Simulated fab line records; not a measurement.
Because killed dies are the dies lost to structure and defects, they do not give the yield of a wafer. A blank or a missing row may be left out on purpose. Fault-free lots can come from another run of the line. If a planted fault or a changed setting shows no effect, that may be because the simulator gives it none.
Which tool was responsible? :: flow n5_finfet :: Sampling: 9 lots, 23 wafers, 4 of 1938 route steps

## WHAT THE GAUGES READ, wafer by wafer
N5_BEOL_M0_SAQP_THK_MEAS_05.
lot: L989
measured: day 6 10:03
on: film_metro-02
thk_nm (nm): 59.2 59.2 59.4

lot: L998
measured: day 8 07:44
on: film_metro-02
thk_nm (nm): 58.7 59.8 59.4

lot: L100
measured: day 8 15:26
on: film_metro-01
thk_nm (nm): 58.7 60.9 60.1

lot: L101
measured: day 8 23:03
on: film_metro-02
thk_nm (nm): 58.9 59.6 58.2

lot: L103
measured: day 9 04:11
on: film_metro-01
thk_nm (nm): 60.2 61.1 60.6

lot: L104
measured: day 9 09:52
on: film_metro-01
thk_nm (nm): 59.7 59.6

lot: L108
measured: day 10 17:27
on: film_metro-01
thk_nm (nm): 59.5 36.2

lot: L109
measured: day 10 22:01
on: film_metro-01
thk_nm (nm): 58.7 35.5

lot: L110
measured: day 11 15:04
on: film_metro-02
thk_nm (nm): 35.6 60.0

## WHICH TOOL RAN EACH LOT (tool, then ch and the chambers of the sampled wafers, then the start)
lot: L989
N5_MOL_CONTACT_COAG_VIA_ETCH_117: rie_diel-01 ch 3, day 5 07:39
N5_MOL_CONTACT_COAG_ETCH_124: rie_diel-01 ch 3, day 5 07:42
N5_BEOL_M0_SAQP_PECVD_04: pecvd-01 ch 0,2, day 6 09:58

lot: L998
N5_MOL_CONTACT_COAG_VIA_ETCH_117: rie_diel-06 ch 0,2, day 8 02:19
N5_MOL_CONTACT_COAG_ETCH_124: rie_diel-06 ch 0,2, day 8 02:20
N5_BEOL_M0_SAQP_PECVD_04: pecvd-04 ch 1,2, day 8 07:38

lot: L100
N5_MOL_CONTACT_COAG_VIA_ETCH_117: rie_diel-06 ch 1,2, day 8 06:58
N5_MOL_CONTACT_COAG_ETCH_124: rie_diel-06 ch 1,2, day 8 06:59
N5_BEOL_M0_SAQP_PECVD_04: pecvd-04 ch 0,2, day 8 15:19

lot: L101
N5_MOL_CONTACT_COAG_VIA_ETCH_117: rie_diel-05 ch 1,2,3, day 8 14:05
N5_MOL_CONTACT_COAG_ETCH_124: rie_diel-05 ch 1,2,3, day 8 14:07
N5_BEOL_M0_SAQP_PECVD_04: pecvd-01 ch 0,1,2, day 8 22:58

lot: L103
N5_MOL_CONTACT_COAG_VIA_ETCH_117: rie_diel-06 ch 0,3, day 8 22:29
N5_MOL_CONTACT_COAG_ETCH_124: rie_diel-06 ch 0,3, day 8 22:31
N5_BEOL_M0_SAQP_PECVD_04: pecvd-03 ch 0,1,2, day 9 04:06

lot: L104
N5_MOL_CONTACT_COAG_VIA_ETCH_117: rie_diel-01 ch 1,3, day 9 04:11
N5_MOL_CONTACT_COAG_ETCH_124: rie_diel-01 ch 1,3, day 9 04:13
N5_BEOL_M0_SAQP_PECVD_04: pecvd-04 ch 0,2, day 9 09:46

lot: L108
N5_MOL_CONTACT_COAG_VIA_ETCH_117: rie_diel-05 ch 1,3, day 10 12:25
N5_MOL_CONTACT_COAG_ETCH_124: rie_diel-05 ch 1,3, day 10 12:26
N5_BEOL_M0_SAQP_PECVD_04: pecvd-04 ch 0,2, day 10 17:21

lot: L109
N5_MOL_CONTACT_COAG_VIA_ETCH_117: rie_diel-06 ch 0,2, day 10 16:25
N5_MOL_CONTACT_COAG_ETCH_124: rie_diel-06 ch 0,2, day 10 16:26
N5_BEOL_M0_SAQP_PECVD_04: pecvd-04 ch 2, day 10 21:55

lot: L110
N5_MOL_CONTACT_COAG_VIA_ETCH_117: rie_diel-01 ch 2,3, day 11 03:56
N5_MOL_CONTACT_COAG_ETCH_124: rie_diel-01 ch 2,3, day 11 03:58
N5_BEOL_M0_SAQP_PECVD_04: pecvd-04 ch 1,2, day 11 14:58
- N5_MOL_CONTACT_COAG_VIA_ETCH_117: etches SiO2 in C4F6/O2, target depth 40 nm, overetch 8 nm, time 26 s.
- N5_MOL_CONTACT_COAG_ETCH_124: etches SiNx in CH3F/O2, stops on SiOC, target depth 6.5 nm.
- N5_BEOL_M0_SAQP_PECVD_04: deposits a-Si from SiH4/He, target thk 60 nm, time 60.2 s.

## THE ANSWER, worked out from the rows above alone
Rule: the lots themselves supply what counts as usual. Put in order of their means at a reading, lots are off if they are a third of the lots or fewer, leave a main group of 4 or more, and stand apart from it by a gap of 3 or more times the standard deviation of the main group's means; of several such gaps the widest counts. Not used: any main group whose means are identical at the precision the tables above print for the reading. Also off: a lot with no number at a reading for which 4 or more lots have one. The other lots that the step has rows for count as sound.
Off: L108, L109, L110, at N5_BEOL_M0_SAQP_THK_MEAS_05 (thk_nm). The main group has a mean of 59.6 nm with a standard deviation of 0.56.
A tool fits if, at a process step before that reading, it ran every lot that is off, and no sound lot after the first of them. Those tools and the gauges at N5_BEOL_M0_SAQP_THK_MEAS_05 are tried in the same way. One fits: N5_BEOL_M0_SAQP_PECVD_04 on pecvd-04. A fault onset in the window from L104 (day 9 09:46, its last sound lot) to L108 (day 10 17:21, its first lot off) fits.

## WHAT THE SIMULATOR HAD INSERTED
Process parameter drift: pecvd-04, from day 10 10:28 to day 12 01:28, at N5_BEOL_M0_SAQP_PECVD_04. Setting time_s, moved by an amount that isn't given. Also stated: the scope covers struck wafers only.
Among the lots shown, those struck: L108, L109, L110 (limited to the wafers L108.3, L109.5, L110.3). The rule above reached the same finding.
